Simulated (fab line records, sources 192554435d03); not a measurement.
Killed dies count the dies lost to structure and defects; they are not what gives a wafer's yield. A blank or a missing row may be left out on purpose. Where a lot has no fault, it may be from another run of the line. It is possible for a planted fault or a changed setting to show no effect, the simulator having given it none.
fab line records	flow n5Finfet
record: lots: 7	wafers: 21	lastDay: 17
route steps=1938 shown BEOL_M5@1140 PASSIVATION@1936
lots that met no fault: from a run of the same line without faults
startH: the number of hours between the record's first day and the start of the first shown wafer of the lot	waitH: how many hours have passed since the lot's step before this one	" same as the row above	L1.1+2: several wafers, shown together as one row	- either no value or no given start	* or withheld: withheld	< > ~ a bound
route shown NAME@n: NAME is a module with steps in the file, n the number in the route of the first one	usual: mean/standard deviation taken from wafers without a fault	same: alike in all rows	chamber/n: place in a boat	sites: the reading at each site	_std_site: how widely they spread, as a standard deviation	_edge_site: outer sites' mean less inner sites'	radiusMm: for every site, how far away it sits from the centre of the wafer	mask NAME#n: copy n	behind: tool/chamber where the wafer was last shaped	hold: the reason the lot was held/the length of the hold in hours/how it ended	device: which transistor (n, p or np) failed to switch	end of line: the tests these same wafers got at the end of their route	a step without rows: its recipe alone	killed: dies lost to structure and defects at the first sort, not the wafer's yield	map: dies across one wafer; x = killed, . = not, _ = none there
set.NAME: the setting as run; set.NAME@STEP: as run at that earlier step	model.NAME: the simulator's own value behind a step, which no gauge read
lots at some steps of the route; a table a step, a row a wafer
services: when a tool's chamber went out of use (startH, in hours from the record's first day, below 0 if earlier), for how many hours, and the reason
== steps ==
step: N5_BEOL_M5_COAT_66
recipe: resist: SiARC	tempC: 220	timeS: 60	spinRpm: 1500	resistThkNm: 12
step: N5_BEOL_M5_COAT_74
recipe: resist: underlayer	tempC: 205	timeS: 60	spinRpm: 1500	resistThkNm: 5
step: N5_BEOL_M5_COAT_22
recipe: resist: CAR-EUV	spinRpm: 1500	resistThkNm: 30
step: N5_BEOL_M5_EBR_24
recipe: solvent: PGMEA	ebrWidthMm: 1.5
step: N5_BEOL_M5_SOFTBAKE_23
recipe: tempC: 110	timeS: 60	resist: CAR-EUV
step: N5_BEOL_M5_EXPOSE_25
recipe: maskId: V4	na: 0.33	sourceShape: quasar	sigmaInner: 0.2	sigmaOuter: 0.6	polarization: unpolarized	defocusNm: 10	doseMj: 52.75
step: N5_BEOL_M5_PEB_26
recipe: pebTempC: 100	pebTimeS: 60	resist: CAR-EUV
step: N5_BEOL_M5_DEVELOP_27
recipe: developTimeS: 30	developer: TMAH	resist: CAR-EUV	rinseLiquid: surfactantRinse	dry: airSpin	devTempC: 23
step: N5_BEOL_M5_CD_MEAS_28
recipe: targetCdNm: 30.6	landingEnergyEv: 500	detector: seInlens	targetCdYNm: 20	polarity: opening
usual: cdNm: 30.64/0.29
same: landingEnergyEv: 500
lot.wafer	tool	chamber	startH	waitH	cdNm
L942.1	cdSem-02	0	162.70	-	30.24
L942.2	"	0	"	"	30.45
L942.3	"	0	"	"	30.24
L949.1	cdSem-03	0	206.18	-	30.86
L949.4	"	0	"	"	30.89
L949.6	"	0	"	"	31.23
L957.1	cdSem-01	0	259.49	-	30.62
L957.2	"	0	"	"	30.54
L957.3	"	0	"	"	30.68
L958.1	cdSem-03	0	272.15	-	30.88
L958.2	"	0	"	"	30.90
L958.4	"	0	"	"	30.39
L959.2	cdSem-03	0	275.19	-	30.91
L959.3	"	0	"	"	30.70
L959.6	"	0	"	"	30.63
L963.2	cdSem-01	0	303.66	-	30.27
L963.3	"	0	"	"	30.76
L963.6	"	0	"	"	29.98
L964.3	cdSem-03	0	310.07	-	31.18
L964.4	"	0	"	"	30.90
L964.5	"	0	"	"	30.82
step: N5_BEOL_M5_OVL_MEAS_29
recipe: pointsPerWafer: 522
usual: V4_OVL: -0.2/0.69
lot.wafer	tool	chamber	startH	waitH	V4_OVL[nm]
L942.1	overlay-01	0	162.73	0.0	-0.3
L942.2	"	0	"	"	0.3
L942.3	"	0	"	"	0.0
L949.1	overlay-02	0	206.21	0.0	-0.1
L949.4	"	0	"	"	0.7
L949.6	"	0	"	"	-0.2
L957.1	overlay-02	0	259.52	0.0	0.4
L957.2	"	0	"	"	-0.4
L957.3	"	0	"	"	0.1
L958.1	overlay-01	0	272.18	0.0	-1.3
L958.2	"	0	"	"	-0.7
L958.4	"	0	"	"	0.1
L959.2	overlay-02	0	275.22	0.0	-0.7
L959.3	"	0	"	"	0.7
L959.6	"	0	"	"	0.1
L963.2	overlay-01	0	303.70	0.0	0.8
L963.3	"	0	"	"	1.0
L963.6	"	0	"	"	1.4
L964.3	overlay-02	0	310.11	0.0	-1.0
L964.4	"	0	"	"	-1.5
L964.5	"	0	"	"	-0.9
step: N5_BEOL_M5_INSPECT_30
recipe: mode: adi	inspectInstrument: brightfield
usual: rawDefectCount: 407/97
lot.wafer	tool	chamber	startH	waitH	rawDefectCount
L942.1	defectInspect-02	-	162.79	0.1	336
L942.2	"	-	"	"	384
L942.3	"	-	"	"	336
L949.1	defectInspect-01	-	206.27	0.1	397
L949.4	"	-	"	"	416
L949.6	"	-	"	"	325
L957.1	defectInspect-01	-	259.58	0.1	606
L957.2	"	-	"	"	531
L957.3	"	-	"	"	577
L958.1	defectInspect-02	-	272.24	0.1	415
L958.2	"	-	"	"	460
L958.4	"	-	"	"	363
L959.2	defectInspect-02	-	275.27	0.0	440
L959.3	"	-	"	"	416
L959.6	"	-	"	"	402
L963.2	defectInspect-01	-	303.75	0.0	464
L963.3	"	-	"	"	430
L963.6	"	-	"	"	519
L964.3	defectInspect-01	-	310.16	0.0	323
L964.4	"	-	"	"	411
L964.5	"	-	"	"	418
step: N5_BEOL_M5_DESCUM_33
recipe: chemistry: O2	timeS: 7	sourcePowerW: 50	biasPowerW: 20	pressureMtorr: 20	rfFrequencyHz: 2.712e+07	tempC: 40	resist: CAR-EUV	o2FlowSccm: 225
usual: drypumpMotorCurrentA: 5.6/0.55	oesProductAu: 0.80/0.1	rfVppV: 243.0/1.5	showerheadPlenumPTorr: 2.09/0.078	tempC: 40.02/0.12	throttleValvePct: 20.36/0.27
same: timeS: 7
lot.wafer	tool	chamber	startH	waitH	drypumpMotorCurrentA	oesProductAu	rfHoursCounterH	rfVppV	showerheadPlenumPTorr	tempC	throttleValvePct
L942.1	rieDiel-05	1	162.94	0.2	5.8	0.70	232	240.7	1.98	39.94	20.41
L942.2	"	0	"	"	5.5	0.91	37	243.0	2.12	40.03	19.83
L942.3	"	2	"	"	5.7	0.67	231	246.1	2.15	40.08	20.09
L949.1	rieDiel-03	1	206.30	0.0	4.9	0.85	55	247.0	2.21	39.93	20.62
L949.4	"	3	"	"	5.4	0.95	-	240.8	2.06	40.14	20.41
L949.6	"	1	"	"	4.9	0.86	-	244.3	2.21	40.00	20.61
L957.1	rieDiel-04	0	259.61	0.0	5.1	0.69	233	240.8	1.97	40.12	20.33
L957.2	"	3	"	"	6.1	0.76	151	241.4	2.01	40.08	20.50
L957.3	"	2	"	"	6.3	0.68	243	243.2	2.07	40.07	20.75
L958.1	rieDiel-03	0	272.27	0.0	5.6	0.92	16	243.3	2.06	39.82	20.39
L958.2	"	3	"	"	5.4	0.91	30	240.8	2.05	39.90	20.45
L958.4	"	2	"	"	6.6	0.74	183	244.1	2.18	40.03	20.44
L959.2	rieDiel-03	1	275.31	0.0	4.9	0.83	75	244.9	2.20	40.02	20.67
L959.3	"	3	"	"	5.4	0.90	30	243.1	2.05	39.88	20.44
L959.6	"	3	"	"	5.5	0.91	-	242.6	2.05	40.11	20.44
L963.2	rieDiel-03	0	303.78	0.0	5.6	0.92	22	241.9	2.06	40.17	20.39
L963.3	"	2	"	"	6.6	0.74	190	244.7	2.18	39.95	20.44
L963.6	"	2	"	"	6.6	0.73	-	245.0	2.18	39.82	20.46
L964.3	rieDiel-05	1	310.19	0.0	5.8	0.93	20	246.7	2.23	40.00	20.06
L964.4	"	0	"	"	5.5	0.82	88	243.1	2.11	39.94	19.90
L964.5	"	1	"	"	5.8	0.93	-	245.2	2.23	39.83	20.07
step: N5_BEOL_M5_ETCH_75
recipe: chemistry: N2/H2	target: underlayer	targetDepthA: 65	maskMaterial: CAR-EUV	timeS: 5.2	ionEnergyEv: 200	pressureMtorr: 30	sourceW: 840	biasW: 150	n2FlowSccm: 200	h2FlowSccm: 200	ends: cleared
usual: biasW: 150.0/0.38	chamberPressureMTorr: 30.00/0.037	drypumpMotorCurrentA: 5.6/0.55	etchRfOnTimeS: 5.16/0.14	oesProductAu: 0.68/0.085	rfVppV: 523.7/2.8	showerheadPlenumPTorr: 2.53/0.094	throttleValvePct: 17.8/0.31
lot.wafer	tool	chamber	startH	waitH	biasW	chamberPressureMTorr	drypumpMotorCurrentA	etchRfOnTimeS	oesProductAu	rfHoursCounterH	rfVppV	showerheadPlenumPTorr	throttleValvePct	model.CAR-EUV_of_BEOL_M5_COAT_22.thkNm
L942.1	rieDiel-05	1	162.98	0.0	150.5	30.07	5.8	5.57	0.58	232	518.7	2.42	18.0	20.4
L942.2	"	0	"	"	150.6	30.03	5.5	5.19	0.77	37	524.4	2.57	17.1	20.4
L942.3	"	2	"	"	150.2	30.02	5.7	5.17	0.58	231	523.5	2.60	17.4	20.2
L949.1	rieDiel-03	1	206.34	0.0	149.5	30.01	4.9	5.14	0.72	55	528.3	2.69	18.2	20.4
L949.4	"	3	"	"	149.6	30.01	5.4	5.02	0.80	-	520.2	2.49	17.8	20.4
L949.6	"	1	"	"	150.0	29.94	4.9	5.14	0.73	-	527.5	2.69	18.2	20.4
L957.1	rieDiel-04	0	259.65	0.0	-	-	-	-	-	-	-	-	-	26.2
L957.2	"	3	"	"	-	-	-	-	-	-	-	-	-	26.2
L957.3	"	2	"	"	-	-	-	-	-	-	-	-	-	26.2
L958.1	rieDiel-03	0	272.30	0.0	-	-	-	-	-	-	-	-	-	26
L958.2	"	3	"	"	-	-	-	-	-	-	-	-	-	26.2
L958.4	"	2	"	"	-	-	-	-	-	-	-	-	-	26
L959.2	rieDiel-03	1	275.34	0.0	-	-	-	-	-	-	-	-	-	26
L959.3	"	3	"	"	-	-	-	-	-	-	-	-	-	26
L959.6	"	3	"	"	-	-	-	-	-	-	-	-	-	26
L963.2	rieDiel-03	0	303.82	0.0	149.6	30.02	5.7	4.94	0.79	22	521.2	2.48	17.7	20.4
L963.3	"	2	"	"	150.3	29.98	6.6	5.18	0.63	190	525.8	2.61	17.7	20.6
L963.6	"	2	"	"	150.1	30.02	6.6	5.14	0.63	-	526.8	2.61	17.7	20.4
L964.3	rieDiel-05	1	310.23	0.0	149.7	29.98	5.8	5.49	0.77	20	525.6	2.73	17.7	20.2
L964.4	"	0	"	"	149.2	30.03	5.5	5.33	0.70	88	526.3	2.55	17.2	20.2
L964.5	"	1	"	"	149.4	30.06	5.8	5.50	0.76	-	528.4	2.73	17.7	20.4
step: N5_BEOL_M5_ETCH_67
recipe: chemistry: CF4	target: SiARC	targetDepthA: 156	maskMaterial: CAR-EUV	timeS: 26	ionEnergyEv: 80	pressureMtorr: 40	sourceW: 545	biasW: 36	Ar_flow_sccm: 100	cf4FlowSccm: 100	ends: cleared
usual: biasW: 36.01/0.1	cf4FlowSccm: 99.97/0.27	drypumpMotorCurrentA: 5.6/0.55	etchRfOnTimeS: 25.8/0.74	oesProductAu: 0.69/0.087	rfVppV: 183.8/1.3	showerheadPlenumPTorr: 2.13/0.073	throttleValvePct: 15.52/0.24
lot.wafer	tool	chamber	startH	waitH	biasW	cf4FlowSccm	drypumpMotorCurrentA	etchRfOnTimeS	oesProductAu	rfHoursCounterH	rfVppV	showerheadPlenumPTorr	throttleValvePct	model.CAR-EUV_of_BEOL_M5_COAT_22.thkNm
L942.1	rieDiel-05	1	163.00	0.0	36.04	100.23	5.8	27.5	0.59	232	181.6	2.02	15.56	11
L942.2	"	0	"	"	36.20	99.41	5.6	25.8	0.77	37	185.6	2.18	15.07	11.2
L942.3	"	2	"	"	36.00	100.32	5.7	25.8	0.58	231	183.5	2.21	15.45	11
L949.1	rieDiel-03	1	206.36	0.0	35.89	99.95	4.9	25.6	0.73	55	184.8	2.25	15.75	11
L949.4	"	3	"	"	36.03	99.71	5.4	24.8	0.83	-	182.8	2.11	15.47	11.2
L949.6	"	1	"	"	35.88	99.83	4.9	25.6	0.74	-	187.5	2.25	15.75	11.2
L957.1	rieDiel-04	0	259.66	0.0	35.89	100.26	5.1	25.4	0.59	233	182.5	2.03	15.58	17
L957.2	"	3	"	"	35.95	99.77	6.0	25.6	0.64	151	182.6	2.06	15.68	17
L957.3	"	2	"	"	36.03	100.20	6.3	24.8	0.60	243	182.3	2.11	15.96	17
L958.1	rieDiel-03	0	272.32	0.0	35.93	100.04	5.6	25.1	0.80	16	183.2	2.10	15.40	16.8
L958.2	"	3	"	"	35.81	100.50	5.4	25.0	0.78	30	183.7	2.10	15.52	16.8
L958.4	"	2	"	"	35.98	99.72	6.6	26.4	0.63	183	184.6	2.20	15.54	16.8
L959.2	rieDiel-03	1	275.36	0.0	36.20	100.55	4.9	25.9	0.70	75	185.8	2.24	15.78	16.8
L959.3	"	3	"	"	36.14	99.67	5.4	24.7	0.78	30	182.4	2.10	15.50	16.8
L959.6	"	3	"	"	36.16	99.92	5.4	24.7	0.78	-	184.0	2.10	15.53	16.8
L963.2	rieDiel-03	0	303.84	0.0	36.13	99.45	5.7	24.9	0.80	22	183.3	2.10	15.42	11.2
L963.3	"	2	"	"	35.98	100.11	6.6	26.4	0.63	190	185.0	2.19	15.55	11.2
L963.6	"	2	"	"	36.17	100.11	6.6	26.3	0.63	-	185.4	2.19	15.55	11.2
L964.3	rieDiel-05	1	310.24	0.0	35.89	100.04	5.8	27.0	0.77	20	186.2	2.26	15.12	11
L964.4	"	0	"	"	35.95	99.83	5.5	26.5	0.70	88	183.9	2.16	15.16	11
L964.5	"	1	"	"	35.95	99.96	5.8	27.2	0.77	-	185.6	2.26	15.13	11.2
step: N5_BEOL_M5_ETCH_68
recipe: chemistry: N2/H2	target: SOC	targetDepthA: 800	overetchA: 160	maskMaterial: SiARC	tempC: 40	timeS: 120	ionEnergyEv: 200	pressureMtorr: 30	sourceW: 840	biasW: 150	n2FlowSccm: 200	h2FlowSccm: 200
usual: biasW: 150.0/0.43	chamberPressureMTorr: 30.003/0.029	drypumpMotorCurrentA: 5.6/0.55	oesProductAu: 0.61/0.071	rfVppV: 523.7/2.7	showerheadPlenumPTorr: 2.53/0.094	tempC: 40.00/0.11	throttleValvePct: 17.7/0.31
same: timeS: 120
lot.wafer	tool	chamber	startH	waitH	biasW	chamberPressureMTorr	drypumpMotorCurrentA	oesProductAu	rfHoursCounterH	rfVppV	showerheadPlenumPTorr	tempC	throttleValvePct
L942.1	rieDiel-05	1	163.02	0.0	149.8	30.019	5.8	0.54	232	519.7	2.42	39.95	18.0
L942.2	"	0	"	"	150.0	29.996	5.5	0.69	37	525.8	2.57	39.97	17.1
L942.3	"	2	"	"	149.3	29.970	5.7	0.51	231	524.2	2.61	39.99	17.4
L949.1	rieDiel-03	1	206.38	0.0	150.1	29.997	4.9	0.65	55	527.2	2.69	40.23	18.1
L949.4	"	3	"	"	149.4	30.041	5.4	0.72	-	521.9	2.49	40.18	17.8
L949.6	"	1	"	"	150.0	29.981	4.9	0.65	-	527.9	2.69	39.92	18.1
L957.1	rieDiel-04	0	259.69	0.0	150.0	30.002	5.1	0.53	233	521.8	2.40	40.10	17.8
L957.2	"	3	"	"	150.1	30.079	6.1	0.58	151	520.3	2.44	39.89	17.8
L957.3	"	2	"	"	149.6	29.984	6.3	0.52	243	522.1	2.51	39.97	18.3
L958.1	rieDiel-03	0	272.35	0.0	150.7	30.051	5.7	0.70	16	521.7	2.48	40.07	17.6
L958.2	"	3	"	"	149.6	29.974	5.4	0.68	30	521.3	2.49	40.02	17.8
L958.4	"	2	"	"	150.1	30.016	6.6	0.57	183	526.0	2.61	39.76	17.6
L959.2	rieDiel-03	1	275.39	0.0	150.8	29.994	4.9	0.63	75	526.7	2.68	40.15	18.2
L959.3	"	3	"	"	149.7	30.032	5.5	0.68	31	522.4	2.49	40.10	17.8
L959.6	"	3	"	"	149.4	30.024	5.4	0.68	-	522.3	2.49	40.06	17.8
L963.2	rieDiel-03	0	303.86	0.0	150.1	29.997	5.7	0.69	22	522.7	2.48	40.10	17.7
L963.3	"	2	"	"	151.0	29.992	6.6	0.57	190	525.9	2.61	40.10	17.6
L963.6	"	2	"	"	150.7	29.981	6.6	0.57	-	525.1	2.61	40.02	17.6
L964.3	rieDiel-05	1	310.27	0.0	149.8	30.029	5.8	0.71	20	526.3	2.73	40.03	17.6
L964.4	"	0	"	"	149.7	30.006	5.5	0.64	88	525.8	2.55	39.90	17.2
L964.5	"	1	"	"	149.8	29.990	5.8	0.71	-	527.5	2.73	40.07	17.6
step: N5_PASSIVATION_PROBE_49
usual: defectLimitedYield: 91.5/1.6	killed_at_M0_to_M3: 33/10	killed_at_M4_up: 13/5.6	killedAtContacts: 13/6	killedAtFrontEnd: 39/12	killedAtOther: 3.0/2.8	killedDies: 101/19	killedOpen: 65/13	killedShort: 32/8.3	sort_bin_5_function: 5.0/1	sort_bin_6_memory: 3.1/0.69	sortNPass: 1079/19	sortYieldPct: 91.5/1.6
same: grossDies: 1180	killedAtBackSide: 0	sort_bin_4_leakage[%]: 0	sort_bin_8_speed[%]: 0
lot.wafer	tool	chamber	startH	waitH	defectLimitedYield[%]	killed_at_M0_to_M3	killed_at_M4_up	killedAtContacts	killedAtFrontEnd	killedAtOther	killedDies	killedOpen	killedShort	sort_bin_5_function[%]	sort_bin_6_memory[%]	sortNPass	sortYieldPct[%]
L949.1	prober-02	-	311.94	0.0	90.8	24	14	10	56	5	109	68	32	5.5	2.9	1071	90.8
L949.4	prober-02	-	312.09	0.2	90.6	27	21	10	46	7	111	69	41	5.3	3.9	1069	90.6
L949.6	prober-02	-	312.19	0.3	91.1	32	14	6	49	4	105	62	39	5.2	3.1	1075	91.1
L957.1	prober-02	-	360.01	0.0	91.3	35	14	6	40	8	103	79	24	5.9	2.2	1077	91.3
L957.2	prober-02	-	360.06	0.1	90.1	28	22	15	51	1	117	81	36	5.9	3.5	1063	90.1
L957.3	prober-02	-	360.11	0.1	92.3	35	5	10	32	9	91	62	28	4.8	2.7	1089	92.3
L958.2	prober-02	-	363.88	0.1	89.9	47	13	19	39	1	119	67	39	5.1	3.8	1061	89.9
L959.2	prober-02	-	389.54	0.1	93.4	18	15	10	34	1	78	47	28	4.2	2.2	1102	93.4
L959.3	prober-02	-	389.59	0.1	95.5	23	7	3	20	0	53	30	23	2.7	1.7	1127	95.5
L959.6	prober-02	-	389.74	0.3	93.6	24	12	15	24	0	75	52	22	3.4	2.8	1105	93.6
L964.3	prober-02	-	414.92	0.1	92.0	22	13	6	46	7	94	53	36	4.7	2.6	1086	92.0
L964.4	prober-02	-	414.97	0.2	92.8	32	10	4	38	1	85	54	31	3.9	2.8	1095	92.8
L964.5	prober-02	-	415.02	0.2	93.6	25	7	4	34	5	75	41	31	4.7	1.4	1105	93.6
killed by level:class
L949.1 STI_FIN_REVEAL:geometricParticle:open=13 FIN_SAQP:geometricParticle:short=10 MOL_CONTACT_COAG:geometricParticle:open=10 BEOL_M0_SAQP:geometricParticle:open=7 HKMG_FIN:areaEtch=7 BEOL_M2:geometricParticle:open=6 STI_FIN_REVEAL:geometricParticle:short=5 BEOL_M4:geometricParticle:open=5
L949.4 STI_FIN_REVEAL:geometricParticle:open=16 FIN_SAQP:geometricParticle:short=10 MOL_CONTACT_COAG:geometricParticle:open=8 BEOL_M0_SAQP:geometricParticle:short=7 BEOL_M0_SAQP:geometricParticle:open=6 BEOL_M8:geometricParticle:open=6 BEOL_M4:geometricParticle:open=5 STI_FIN_REVEAL:geometricParticle:short=4
L949.6 STI_FIN_REVEAL:geometricParticle:open=13 FIN_SAQP:geometricParticle:short=9 BEOL_M0_SAQP:geometricParticle:short=9 FIN_SAQP:geometricParticle:open=6 BEOL_M0:geometricParticle:open=6 BEOL_M2:geometricParticle:open=6 BEOL_M4:geometricParticle:open=6 STI_FIN_REVEAL:geometricParticle:short=4
L957.1 STI_FIN_REVEAL:geometricParticle:open=12 DUMMY_GATE:geometricParticle:open=12 BEOL_M0_SAQP:geometricParticle:open=9 BEOL_M4:geometricParticle:open=7 MOL_CONTACT_COAG:geometricParticle:open=5 BEOL_M0:geometricParticle:open=5 BEOL_M1:geometricParticle:open=5 DUMMY_GATE:geometricParticle:short=4
L957.2 MOL_CONTACT_COAG:geometricParticle:open=13 DUMMY_GATE:geometricParticle:open=10 BEOL_M3:geometricParticle:open=9 BEOL_M4:geometricParticle:open=8 STI_FIN_REVEAL:geometricParticle:open=6 GATE_CUT:geometricParticle:short=6 BEOL_M1:geometricParticle:open=6 BEOL_M2:geometricParticle:open=5
L957.3 BEOL_M2:geometricParticle:open=11 MOL_CONTACT_COAG:geometricParticle:open=10 DUMMY_GATE:geometricParticle:open=9 BEOL_M0_SAQP:geometricParticle:short=8 FIN_SAQP:geometricParticle:open=6 PAD_METAL:geometricParticle:open=5 BEOL_M0:geometricParticle:open=4 BEOL_M3:geometricParticle:open=4
L958.2 BEOL_M2:geometricParticle:open=15 MOL_CONTACT_COAG:geometricParticle:open=13 HKMG_FIN:areaEtch=11 BEOL_M1:geometricParticle:short=7 BEOL_M0_SAQP:geometricParticle:open=6 STI_FIN_REVEAL:geometricParticle:open=5 MOL_CONTACT_COAG:geometricParticle:short=5 STARTING-WAFER:geometricParticle:short=5
L959.2 GATE_CUT:geometricParticle:short=6 MOL_CONTACT_COAG:geometricParticle:open=6 BEOL_M0_SAQP:geometricParticle:open=6 BEOL_M3:geometricParticle:open=6 FIN_CUT:geometricParticle:short=4 FIN_CUT:geometricParticle:open=4 STI_FIN_REVEAL:geometricParticle:open=4 MOL_CONTACT_COAG:geometricParticle:short=4
L959.3 BEOL_M0_SAQP:geometricParticle:short=7 BEOL_M0_SAQP:geometricParticle:open=6 STI_FIN_REVEAL:geometricParticle:open=4 BEOL_M1:geometricParticle:open=4 FIN_SAQP:geometricParticle:short=3 DUMMY_GATE:geometricParticle:open=3 MOL_CONTACT_COAG:geometricParticle:open=3 BEOL_M3:geometricParticle:short=3
L959.6 MOL_CONTACT_COAG:geometricParticle:open=12 BEOL_M3:geometricParticle:open=8 BEOL_M0_SAQP:geometricParticle:open=5 BEOL_M4:geometricParticle:open=4 STI_FIN_REVEAL:geometricParticle:open=3 DUMMY_GATE:geometricParticle:short=3 GATE_CUT:geometricParticle:short=3 MOL_CONTACT_COAG:geometricParticle:short=3
L964.3 FIN_SAQP:geometricParticle:short=13 STI_FIN_REVEAL:geometricParticle:open=13 BEOL_M4:geometricParticle:open=7 FIN_SAQP:geometricParticle:open=6 BEOL_M1:geometricParticle:open=5 MOL_CONTACT_COAG:geometricParticle:open=4 BEOL_M3:geometricParticle:open=4 BEOL_M2:geometricParticle:open=3
L964.4 FIN_SAQP:geometricParticle:short=10 BEOL_M3:geometricParticle:open=10 FIN_SAQP:geometricParticle:open=8 BEOL_M1:geometricParticle:open=6 BEOL_M4:geometricParticle:open=5 STI_FIN_REVEAL:geometricParticle:open=5 BEOL_M0_SAQP:geometricParticle:short=4 BEOL_M3:geometricParticle:short=4
L964.5 FIN_SAQP:geometricParticle:short=8 BEOL_M2:geometricParticle:open=7 DUMMY_GATE:geometricParticle:open=6 GATE_CUT:geometricParticle:short=6 FIN_SAQP:geometricParticle:open=5 MOL_CONTACT_COAG:geometricParticle:open=4 BEOL_M0_SAQP:geometricParticle:open=4 BEOL_M3:geometricParticle:open=4
== services ==
tool	chamber	startH	hours	kind
rieDiel-03	3	162.99	-	clean
rieDiel-03	3	162.99	-	consumableReplace:focusRing
rieDiel-03	3	162.99	17.8	scheduledDown
rieDiel-03	3	162.99	17.8	ventCycle
rieDiel-05	3	180.01	-	clean
rieDiel-05	3	180.01	-	consumableReplace:focusRing
rieDiel-05	3	180.01	23.3	scheduledDown
rieDiel-05	3	180.01	23.3	ventCycle
rieDiel-04	1	183.48	4.8	repair
rieDiel-03	0	193.33	-	clean
rieDiel-03	0	193.33	-	consumableReplace:focusRing
rieDiel-03	0	193.33	26.6	scheduledDown
rieDiel-03	0	193.33	26.6	ventCycle
rieDiel-05	1	212.43	-	clean
rieDiel-05	1	212.43	-	consumableReplace:focusRing
rieDiel-05	1	212.43	-	consumableReplace:showerhead
rieDiel-05	1	212.43	30.8	scheduledDown
rieDiel-05	1	212.43	30.8	ventCycle
rieDiel-05	2	243.42	-	clean
rieDiel-05	2	243.42	-	consumableReplace:focusRing
rieDiel-05	2	243.42	18.1	scheduledDown
rieDiel-05	2	243.42	18.1	ventCycle
rieDiel-04	2	287.02	-	clean
rieDiel-04	2	287.02	-	consumableReplace:focusRing
== key ==
firstSign: step: N5_BEOL_M5_ETCH_75	reading: toolRecord	direction: missing
effect none on later readings
modelEffect: step: N5_BEOL_M5_ETCH_75	value: CAR-EUV_of_BEOL_M5_COAT_22.thkNm	without: 20.38	struck: 26.09
modelEffect: step: N5_BEOL_M5_ETCH_67	value: CAR-EUV_of_BEOL_M5_COAT_22.thkNm	without: 11.11	struck: 16.87
metAt N5_BEOL_M5_ETCH_75
struckWafers L957.1,L957.2,L957.3,L958.1,L958.2,L958.4,L959.2,L959.3,L959.6
baselineLoss: step: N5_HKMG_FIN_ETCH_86	wafers: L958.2
onsetBetween 206.34 259.65
fault: kind: skippedStepWhole	tool: rieDiel-03,rieDiel-04	chamber: -	onsetH: 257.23	steps: N5_BEOL_M5_ETCH_75	scope: struckLotsOnly
baselineLoss: these wafers lose ten dies or more at that step, a loss of the line's own and not of a fault; the sort's usual values leave them out
